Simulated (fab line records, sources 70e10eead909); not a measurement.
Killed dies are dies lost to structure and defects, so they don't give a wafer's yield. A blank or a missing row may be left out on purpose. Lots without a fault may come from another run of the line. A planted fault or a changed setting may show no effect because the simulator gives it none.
fab line records | flow nand_harc
record lots=11 wafers=33 last_day=24
route steps=1159 shown A_STAIRCASE@726 A_SGD_CUT@776 A_SLIT@791 END@1159
lots that met no fault: from a run of the same line without faults
start_h: hours from the record's first day to the start of the lot's first wafer shown | wait_h: hours since the lot's step before | " the same as in the row above | L1.1+2: a row that stands for several wafers | - no value, or no start given | * or withheld: withheld | < > ~ a bound
route shown NAME@n: a module of which the file shows steps, and the number in the route of the first | usual: mean/standard deviation of fault-free wafers | same: alike in all rows | chamber/n: place in a boat | sites: the reading at each site | _std_site: their standard deviation | _edge_site: outer sites' mean less inner sites' | radius_mm: how far each site lies from the wafer's centre | mask NAME#n: copy n | behind: the tool/chamber that last shaped the wafer | hold: why the lot was held/for how many hours/how that ended | device: the transistor (n, p or np) that didn't switch | end of line: the same wafers' tests at the end of the route | a step without rows: its recipe alone | killed: dies lost to structure and defects at the first sort, not the wafer's yield | map: a wafer's dies, x killed, . not, _ none there
set.NAME: the setting as run; set.NAME@STEP: as run at that earlier step | model.NAME: the simulator's own value behind a step, which no gauge read
steps of the route over a sample of lots; a table a step, a row a wafer
services: from which hour (start_h, from the record's first day; less than 0 if before it) a tool's chamber was out of use, for how many hours, and why
## steps
# step NHARC_A_STAIRCASE_DESCUM_443
# recipe time_s=3 o2_flow_sccm=200 ar_flow_sccm=0 bias_power_w=0 chemistry=O2
# usual drypump_motor_current_A=5.7/0.37 oes_product_au=1.001/0.011 rf_vpp_V=57.6/0.92 showerhead_plenum_p_Torr=1.89/0.083 throttle_valve_pct=11.312/0.0091
# same time_s=3
# columns lot.wafer tool chamber start_h wait_h drypump_motor_current_A oes_product_au rf_hours_counter_h rf_vpp_V showerhead_plenum_p_Torr throttle_valve_pct
L801.4 rie_diel-06 1 289.77 - 6.0 1.020 13 57.1 1.93 11.325
L801.3 " 2 " " 5.4 1.014 13 57.0 2.07 11.305
L801.1 " 3 " " 6.0 0.993 13 56.3 1.78 11.329
L802.3 rie_diel-06 0 302.44 - 5.1 0.982 18 57.8 1.85 11.313
L802.4 " 2 " " 5.4 1.003 17 59.5 2.07 11.327
L802.5 " 1 " " 6.0 0.998 - 58.3 1.93 11.312
L806.3 rie_diel-06 3 334.12 - 6.0 0.993 27 55.5 1.78 11.304
L806.1 " 0 " " 5.1 0.997 30 56.5 1.84 11.299
L806.5 " 3 " " 6.0 0.993 - 56.9 1.78 11.325
L808.4 rie_diel-06 3 335.65 - 6.0 0.986 29 57.4 1.78 11.304
L808.2 " 1 " " 6.0 1.018 30 59.6 1.92 11.308
L808.3 " 2 " " 5.4 1.001 28 56.9 2.07 11.294
L810.2 rie_diel-13 2 354.25 - 5.7 0.994 27 58.5 1.83 11.320
L810.1 " 0 " " 5.1 0.999 24 57.1 1.82 11.301
L810.5 " 2 " " 5.7 0.995 - 58.6 1.83 11.315
L814.2 rie_diel-02 2 372.67 - 5.4 1.001 12 58.2 1.99 11.302
L814.3 " 3 " " 5.8 1.015 13 58.3 1.95 11.314
L814.5 " 2 " " 5.4 1.005 - 58.6 1.99 11.303
L818.2 rie_diel-02 3 403.97 - 5.9 1.028 21 58.5 1.95 11.315
L818.1 " 1 " " 6.0 0.989 22 56.9 1.90 11.322
L818.6 " 2 " " 5.4 1.035 - 59.4 1.99 11.321
L821.4 rie_diel-13 3 426.82 - 5.7 1.001 53 56.9 1.93 11.314
L821.2 " 0 " " 5.1 0.996 51 56.0 1.81 11.305
L821.6 " 0 " " 5.1 1.003 - 56.8 1.81 11.305
L824.2 rie_diel-02 0 426.99 - 6.4 1.010 30 56.7 1.77 11.319
L824.1 " 3 " " 5.8 1.019 29 57.4 1.94 11.303
L824.5 " 1 " " 5.9 0.997 - 56.7 1.90 11.320
L823.3 rie_diel-06 0 431.43 - 5.1 0.998 1 56.5 1.83 11.325
L823.4 " 0 " " 5.1 1.022 - 56.8 1.83 11.294
L823.5 " 1 " " 6.0 1.017 - 55.5 1.92 11.310
L822.1 rie_diel-13 0 436.37 - 5.1 1.002 55 56.0 1.81 11.307
L822.4 " 1 " " 5.6 1.002 55 58.1 1.91 11.319
L822.6 " 3 " " 5.7 1.016 - 56.7 1.93 11.319
# step NHARC_A_SGD_CUT_ETCHBACK_24
# recipe target_depth_a=500 over_etch_frac=0.3 time_s=92.857 ion_energy_ev=120 ch3f_flow_sccm=50 o2_flow_sccm=30 ar_flow_sccm=200 rf_w=500 bias_w=100 chemistry=CH3F/O2
# usual drypump_motor_current_A=5.5/0.4 oes_product_au=0.96/0.037 rf_vpp_V=244.3/1.8 showerhead_plenum_p_Torr=2.46/0.11 throttle_valve_pct=20.663/0.0085
# same time_s=92.857
# columns lot.wafer tool chamber start_h wait_h drypump_motor_current_A oes_product_au rf_hours_counter_h rf_vpp_V showerhead_plenum_p_Torr throttle_valve_pct
L801.4 rie_diel-10 0 299.80 0.2 5.2 1.00 8 247.1 2.62 20.671
L801.1 " 1 " " 5.4 1.00 7 246.3 2.63 20.672
L801.3 " 2 " " 5.4 1.00 9 242.8 2.36 20.658
L802.3 rie_diel-07 3 314.54 0.1 5.3 0.93 8 242.7 2.50 20.668
L802.4 " 1 " " 5.0 0.93 7 245.2 2.34 20.652
L802.5 " 3 " " 5.3 0.93 - 246.6 2.50 20.651
L806.3 rie_diel-11 1 346.27 0.1 5.7 0.92 14 244.7 2.47 20.681
L806.1 " 0 " " 6.6 0.91 14 242.2 2.32 20.658
L806.5 " 2 " " 5.8 0.92 - 245.2 2.53 20.654
L808.4 rie_diel-07 1 346.29 0.1 4.9 1.01 11 242.1 2.34 20.663
L808.3 " 2 " " 5.4 1.00 10 242.1 2.39 20.663
L808.2 " 0 " " 6.3 0.98 11 246.1 2.56 20.667
L810.2 rie_diel-07 3 366.26 0.1 5.3 1.00 13 245.0 2.50 20.646
L810.1 " 1 " " 5.0 1.00 12 242.4 2.34 20.659
L810.5 " 3 " " 5.3 0.99 - 245.6 2.50 20.651
L814.2 rie_diel-07 0 384.66 0.2 6.3 0.93 15 245.1 2.56 20.665
L814.3 " 1 " " 4.9 0.93 14 242.4 2.34 20.669
L814.5 " 3 " " 5.3 0.94 - 244.0 2.49 20.653
L818.2 rie_diel-07 2 418.58 0.2 5.4 1.00 0 243.2 2.38 20.675
L818.1 " 3 " " 5.3 1.02 0 246.4 2.49 20.655
L818.6 " 3 " " 5.3 1.01 - 243.7 2.49 20.665
L821.2 rie_diel-07 3 440.69 0.1 5.3 1.00 3 243.9 2.49 20.663
L821.6 " 3 " " 5.3 0.99 - 244.2 2.49 20.663
L821.4 " 2 " " 5.4 0.98 - 244.2 2.38 20.652
L824.2 rie_diel-10 2 440.71 0.2 5.4 0.92 6 242.7 2.36 20.663
L824.1 " 3 " " 5.6 0.92 8 242.3 2.37 20.667
L824.5 " 1 " " 5.4 0.92 - 246.0 2.63 20.657
L823.4 rie_diel-10 0 444.79 0.2 5.2 1.00 8 246.6 2.62 20.669
L823.3 " 2 " " 5.4 1.00 7 243.4 2.36 20.662
L823.5 " 0 " " 5.2 1.01 - 245.5 2.62 20.669
L822.4 rie_diel-11 2 448.35 0.2 5.8 0.99 8 245.3 2.53 20.656
L822.1 " 3 " " 5.8 0.98 9 243.7 2.50 20.647
L822.6 " 2 " " 5.8 0.99 - 244.7 2.53 20.686
# step NHARC_A_SGD_CUT_INSPECT_25
# usual raw_defect_count=335/95
# columns lot.wafer tool chamber start_h wait_h raw_defect_count
L801.1 defect_inspect-02 - 300.03 - 238
L801.3 " - " " 274
L801.4 " - " " 288
L802.3 defect_inspect-01 - 314.79 - 210
L802.4 " - " " 317
L802.5 " - " " 583
L806.1 defect_inspect-02 - 346.51 - 258
L806.3 " - " " 449
L806.5 " - " " 396
L808.2 defect_inspect-02 - 346.60 - 405
L808.3 " - " " 243
L808.4 " - " " 290
L810.1 defect_inspect-01 - 366.50 - 462
L810.2 " - " " 262
L810.5 " - " " 222
L814.2 defect_inspect-01 - 384.88 - 467
L814.3 " - " " 320
L814.5 " - " " 368
L818.1 defect_inspect-02 - 418.84 - 1173
L818.2 " - " " 1274
L818.6 " - " " 1086
L824.1 defect_inspect-02 - 440.95 - 242
L824.2 " - " " 279
L824.5 " - " " 289
L821.2 defect_inspect-01 - 440.97 - 1204
L821.4 " - " " 1166
L821.6 " - " " 1213
L823.3 defect_inspect-02 - 445.02 - 259
L823.4 " - " " 354
L823.5 " - " " 398
L822.1 defect_inspect-02 - 448.59 - 420
L822.4 " - " " 506
L822.6 " - " " 280
# step NHARC_A_SLIT_OVL_MEAS_10
# usual overlay_x_nm=-0.2/0.83 overlay_y_nm=0.1/0.92
# columns lot.wafer tool chamber start_h wait_h overlay_x_nm overlay_y_nm
L801.1 overlay-02 - 307.05 - 0.4 -0.5
L801.3 " - " " 0.7 0.1
L801.4 " - " " 0.1 -0.9
L802.3 overlay-02 - 318.28 - -0.4 2.7
L802.4 " - " " -0.5 1.9
L802.5 " - " " -0.6 1.1
L806.1 overlay-01 - 349.63 - 0.3 0.5
L806.3 " - " " 0.5 1.4
L806.5 " - " " 0.1 0.6
L808.2 overlay-01 - 350.33 - 0.6 0.9
L808.3 " - " " 0.8 0.7
L808.4 " - " " 0.4 0.6
L810.1 overlay-01 - 371.83 - -0.2 0.9
L810.2 " - " " 0.3 0.7
L810.5 " - " " -0.6 0.7
L814.2 overlay-01 - 389.14 - 2.0 -0.5
L814.3 " - " " 2.0 -0.6
L814.5 " - " " 2.0 -0.1
L818.1 overlay-02 - 423.47 - -0.3 -0.3
L818.2 " - " " 0.0 0.2
L818.6 " - " " -0.4 -0.5
L824.1 overlay-02 - 444.11 - -0.3 -0.1
L824.2 " - " " -0.5 0.2
L824.5 " - " " -0.3 -0.3
L821.2 overlay-01 - 444.27 - -0.7 -0.7
L821.4 " - " " -1.0 -0.9
L821.6 " - " " -0.8 -0.8
L823.3 overlay-02 - 448.41 - -0.6 1.0
L823.4 " - " " -0.2 0.9
L823.5 " - " " -0.8 1.5
L822.1 overlay-01 - 451.84 - -0.1 -0.1
L822.4 " - " " -0.5 -0.3
L822.6 " - " " 0.0 -0.1
# step NHARC_A_SLIT_ETCH_15
# recipe target_depth_a=32000 over_etch_frac=0.3 time_s=832 ion_energy_ev=150 o2_flow_sccm=400 cos_flow_sccm=20 ar_flow_sccm=0 rf_w=500 bias_w=300 chemistry=O2/COS
# usual drypump_motor_current_A=5.73/0.3 oes_product_au=1.000/0.01 rf_vpp_V=314.1/2 showerhead_plenum_p_Torr=3.12/0.13 throttle_valve_pct=28.330/0.0094
# same time_s=832
# columns lot.wafer tool chamber start_h wait_h drypump_motor_current_A oes_product_au rf_hours_counter_h rf_vpp_V showerhead_plenum_p_Torr throttle_valve_pct
L801.1 rie_diel-04 3 - - 5.37 1.004 0 312.3 2.96 28.324
L801.3 " 0 " " 5.75 1.010 0 314.0 3.05 28.332
L801.4 " 1 " " 6.17 0.995 0 314.2 3.14 28.320
L802.4 rie_diel-12 3 - - 5.96 0.973 8 317.2 3.33 28.339
L802.3 " 1 " " 5.17 0.989 9 318.3 3.35 28.336
L802.5 " 0 " " 5.70 0.996 - 311.9 3.03 28.322
L806.1 rie_diel-04 0 - - 5.70 0.996 1 313.4 3.05 28.331
L806.3 " 1 " " 6.16 0.999 1 315.2 3.14 28.339
L806.5 " 3 " " 5.35 0.993 - 311.3 2.96 28.331
L808.2 rie_diel-09 3 - - 5.93 0.985 5 315.0 3.26 28.322
L808.4 " 1 " " 5.74 0.990 7 313.8 3.05 28.324
L808.3 " 2 " " 6.19 0.990 7 312.6 3.00 28.334
L810.1 rie_diel-09 0 - - 5.57 1.001 7 313.3 3.20 28.325
L810.2 " 1 " " 5.72 0.992 8 313.7 3.05 28.331
L810.5 " 0 " " 5.54 0.998 - 316.2 3.20 28.323
L814.2 rie_diel-12 1 - - 5.17 1.006 0 318.0 3.34 28.321
L814.3 " 2 " " 5.59 0.997 0 314.6 3.21 28.314
L814.5 " 1 " " 5.18 1.002 - 317.5 3.34 28.340
L818.2 rie_diel-12 0 - - 5.72 1.026 4 312.2 3.03 28.326
L818.1 " 1 " " 5.18 0.995 4 318.4 3.34 28.332
L818.6 " 0 " " 5.72 1.029 - 313.1 3.03 28.317
L824.2 rie_diel-09 3 - - 5.92 0.992 1 317.7 3.26 28.327
L824.1 " 0 " " 5.54 1.003 1 313.6 3.20 28.330
L824.5 " 3 " " 5.93 0.994 - 315.7 3.26 28.339
L821.4 rie_diel-04 0 - - 5.75 1.013 9 313.6 3.05 28.336
L821.2 " 3 " " 5.35 1.001 11 312.8 2.95 28.340
L821.6 " 0 " " 5.70 1.006 - 314.6 3.05 28.338
L823.3 rie_diel-04 3 - - 5.39 0.991 11 312.0 2.95 28.337
L823.4 " 0 " " 5.75 1.014 9 313.8 3.05 28.340
L823.5 " 2 " " 5.53 1.012 - 311.6 3.02 28.321
L822.4 rie_diel-04 2 - - 5.56 1.006 10 312.2 3.02 28.327
L822.1 " 3 " " 5.36 0.979 12 312.1 2.95 28.332
L822.6 " 0 " " 5.74 1.003 - 313.4 3.05 28.318
# step NHARC_END_SORT_01
# recipe temp_c=25
# usual killed_at_array=27/11 killed_at_other=0.6/0.89 killed_at_periphery=3.0/2.4 killed_dies=31/12 killed_open=3.2/1.6 killed_short=2.0/1.5
# same gross_dies=677
# columns lot.wafer tool chamber start_h wait_h killed_at_array killed_at_other killed_at_periphery killed_dies killed_open killed_short
L818.1 prober-02 0 547.69 2.5 71 1 3 75 3 1
L818.2 prober-02 0 548.51 2.8 89 1 3 93 4 5
L818.6 prober-02 0 551.75 4.1 78 1 0 79 3 1
L821.2 prober-02 0 576.53 2.8 108 0 5 113 3 2
L821.4 prober-02 0 578.13 3.4 128 0 2 130 4 4
L821.6 prober-02 0 579.72 4.0 99 0 2 101 4 2
# killed by level:class
L818.1 A_SGD_CUT:unspecified=61 P_BONDPAD:chamber_film_flake=3 A_CONTACT:chamber_film_flake=3 A_CHANNEL_HOLE_D1:chamber_film_flake=2 A_WL_FILL:geometric_particle:short=1 A_WL_FILL:geometric_particle:open=1 A_CONTACT:geometric_particle:open=1 A_M1:geometric_particle:open=1
L818.2 A_SGD_CUT:unspecified=77 A_CHANNEL_HOLE_D1:chamber_film_flake=5 P_CONTACT:geometric_particle:open=1 P_M0:geometric_particle:short=1 P_M1:geometric_particle:open=1 A_ONON_D1:geometric_particle:short=1 A_WL_FILL:geometric_particle:short=1 A_CONTACT:geometric_particle:open=1
L818.6 A_SGD_CUT:unspecified=66 A_CHANNEL_HOLE_D1:chamber_film_flake=4 A_STAIRCASE:chamber_film_flake=3 A_WL_FILL:geometric_particle:open=2 A_CONTACT:chamber_film_flake=2 A_WL_FILL:geometric_particle:short=1 STARTING-WAFER:geometric_particle:open=1
L821.2 A_SGD_CUT:unspecified=62 A_CHANNEL_HOLE_D1:chamber_film_flake=20 A_SLIT:chamber_film_flake=16 P_STI:chamber_film_flake=2 A_ZERO_WELL:chamber_film_flake=2 A_STAIRCASE:chamber_film_flake=2 A_CONTACT:chamber_film_flake=2 P_CONTACT:geometric_particle:open=1
L821.4 A_SGD_CUT:unspecified=77 A_CHANNEL_HOLE_D1:chamber_film_flake=21 A_SLIT:chamber_film_flake=11 A_CONTACT:chamber_film_flake=10 A_SOURCE_PLATE:geometric_particle:short=2 A_CONTACT:geometric_particle:open=2 P_M0:geometric_particle:open=1 P_M2:geometric_particle:open=1
L821.6 A_SGD_CUT:unspecified=60 A_CHANNEL_HOLE_D1:chamber_film_flake=14 A_SLIT:chamber_film_flake=14 A_CONTACT:chamber_film_flake=5 A_CHANNEL_FILL_D1:geometric_particle:open=2 A_ZERO_WELL:chamber_film_flake=2 P_CONTACT:geometric_particle:open=1 P_M2:geometric_particle:short=1
## services
# columns tool chamber start_h hours kind
rie_diel-10 1 274.73 4.9 repair
rie_diel-09 0 274.96 6.4 repair
rie_diel-13 - 276.02 9.0 pm
rie_diel-06 - 276.11 1.1 repair
rie_diel-12 2 280.43 3.1 repair
rie_diel-10 1 288.59 3.2 repair
rie_diel-07 2 288.67 7.6 repair
rie_diel-04 - 288.93 9.0 pm
rie_diel-09 3 291.43 8.3 repair
rie_diel-12 - 307.48 0.6 repair
rie_diel-04 0 322.87 10.2 repair
rie_diel-07 3 323.84 3.0 repair
rie_diel-02 - 327.89 9.0 pm
rie_diel-10 3 350.81 9.0 repair
rie_diel-10 - 353.50 9.0 pm
rie_diel-06 2 362.27 12.3 repair
rie_diel-10 1 370.55 4.1 repair
rie_diel-04 0 371.58 8.0 repair
rie_diel-12 - 379.43 9.0 pm
rie_diel-06 3 388.05 109.3 repair
rie_diel-07 3 393.45 2.6 repair
rie_diel-07 - 405.20 9.0 pm
rie_diel-06 - 418.55 9.0 pm
rie_diel-04 2 431.69 6.0 repair
## key
first_sign step=NHARC_A_SGD_CUT_INSPECT_25 reading=raw_defect_count direction=up sigmas=9 usual=335 struck=1186
effect step=NHARC_END_SORT_01 reading=killed_at_array direction=up sigmas=6.2 usual=27 struck=96
more_kills_born_at NHARC_A_SGD_CUT_ETCHBACK_24@rie_diel-07=401
met_at NHARC_A_SGD_CUT_ETCHBACK_24
struck_lots L818,L821
tester_left_out L818,L821
not_acting_at NHARC_A_STAIRCASE_DESCUM_443,NHARC_A_SLIT_OVL_MEAS_10,NHARC_A_SLIT_ETCH_15
onset_between 384.66 418.58
fault kind=chamber_particle_source tool=rie_diel-07 chamber=- onset_h=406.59 steps=NHARC_A_SGD_CUT_ETCHBACK_24 rate_per_visit_cm2=1.3952 end_h=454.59
# tester_left_out: of these lots the tester's yield and bins aren't shown, on N5 and GAA mostly nor the transistor test; their killed dies are dies lost to structure and defects alone, not to doping, threshold or leakage, so they don't give the yield
